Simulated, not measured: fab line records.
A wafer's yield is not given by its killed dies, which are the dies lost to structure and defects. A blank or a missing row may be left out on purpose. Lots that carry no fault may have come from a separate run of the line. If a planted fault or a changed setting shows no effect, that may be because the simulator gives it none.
Matching of chambers + flow nand-harc + NHARC_P_GATE_DESCUM_48 on rie-diel-05 has 4 sister chambers
The step chemistry O2, time 3 s. 4 wafers are shown with their chamber, then 12 later ones without.

## EACH WAFER AND ITS CHAMBER
| wafer  | chamber | drypump-motor-current-A (A) |
|--------|---------|-----------------------------|
| L085.4 | 1       | 5.5                         |
| L087.5 | 0       | 6.0                         |
| L091.5 | 2       | 5.0                         |
| L091.6 | 3       | 6.1                         |

## WAFERS WITHOUT THEIR CHAMBER
| wafer  | drypump-motor-current-A (A) |
|--------|-----------------------------|
| L095.2 | 5.0                         |
| L095.4 | 6.1                         |
| L095.6 | 6.1                         |
| L095.1 | 5.6                         |
| L095.3 | 6.0                         |
| L095.5 | 5.0                         |
| L096.3 | 6.1                         |
| L096.5 | 6.1                         |
| L096.6 | 6.0                         |
| L096.1 | 6.0                         |
| L096.2 | 5.5                         |
| L096.4 | 5.0                         |

## THE CHAMBER EACH PASSED THROUGH
| wafer  | from the rows above | in truth |
|--------|---------------------|----------|
| L095.2 | 2                   | 2        |
| L095.4 | 3                   | 3        |
| L095.6 | 3                   | 3        |
| L095.1 | 1                   | 1        |
| L095.3 | 0                   | 0        |
| L095.5 | 2                   | 2        |
| L096.3 | 3                   | 3        |
| L096.5 | 3                   | 3        |
| L096.6 | 0                   | 0        |
| L096.1 | 0                   | 0        |
| L096.2 | 1                   | 1        |
| L096.4 | 2                   | 2        |
Correct placement for 12 of the 12. Not placeable from these rows: 0. 0 placed wrongly.
How it was worked out, from the rows above alone: a wafer's distance from a chamber is the root of the sum, over the readings, of the square of ((its reading less the chamber's mean) divided by the reading's scatter). If the next closest chamber is less than 2 further off than the closest, the wafer can't be placed; otherwise it belongs to the closest. For every chamber, the mean is computed from those of its wafers that are shown. The scatter: with one shown wafer a chamber, the root of the mean of the squares of how far each hidden wafer lies from its nearest shown one.
